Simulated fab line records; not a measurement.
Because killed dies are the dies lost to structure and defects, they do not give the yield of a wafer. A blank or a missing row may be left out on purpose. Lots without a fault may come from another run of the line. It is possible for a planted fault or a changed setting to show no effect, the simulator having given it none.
Chamber matching :: flow nandHarc :: 3 sister chambers for NHARC_A_M0_PRE_CLEAN_31 on pecvd-02
The step time 12 s. 3 wafers are shown with their chamber, then 8 later ones without.

== WAFERS, EACH WITH ITS CHAMBER ==
wafer: L091.1
chamber: 1
heaterPowerW (W): 726

wafer: L091.2
chamber: 0
heaterPowerW (W): 648

wafer: L091.4
chamber: 2
heaterPowerW (W): 669

== WAFERS MISSING THEIR CHAMBER ==
wafer: L091.5
heaterPowerW (W): 642

wafer: L091.6
heaterPowerW (W): 741

wafer: L096.1
heaterPowerW (W): 799

wafer: L096.3
heaterPowerW (W): 543

wafer: L096.5
heaterPowerW (W): 582

wafer: L097.1
heaterPowerW (W): 761

wafer: L097.3
heaterPowerW (W): 610

wafer: L097.6
heaterPowerW (W): 590

== CHAMBER TAKEN BY EACH ==
wafer: L091.5
from the rows above: can't be placed: 0 or 2 or 1
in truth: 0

wafer: L091.6
from the rows above: can't be placed: 1 or 2 or 0
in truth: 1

wafer: L096.1
from the rows above: can't be placed: 1 or 2 or 0
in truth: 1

wafer: L096.3
from the rows above: can't be placed: 0 or 2 or 1
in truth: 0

wafer: L096.5
from the rows above: can't be placed: 0 or 2 or 1
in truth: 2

wafer: L097.1
from the rows above: can't be placed: 1 or 2 or 0
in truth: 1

wafer: L097.3
from the rows above: can't be placed: 0 or 2 or 1
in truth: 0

wafer: L097.6
from the rows above: can't be placed: 0 or 2 or 1
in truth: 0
Correct placement for 0 of the 8. Can't be placed from these rows: 8 (the true chamber is among the candidates in 8). 0 placed wrongly.
How it was worked out, from the rows above alone: a wafer's distance from a chamber is the root of the sum, over the readings, of the square of ((its reading less the chamber's mean) divided by the reading's scatter). The wafer belongs to the nearest chamber; if the next one is less than 2 further off, it can't be placed. The mean given for a chamber averages the wafers shown for that chamber. The scatter (one wafer shown for each chamber): square how far every hidden wafer sits from the nearest shown wafer, average those squares and take the square root.
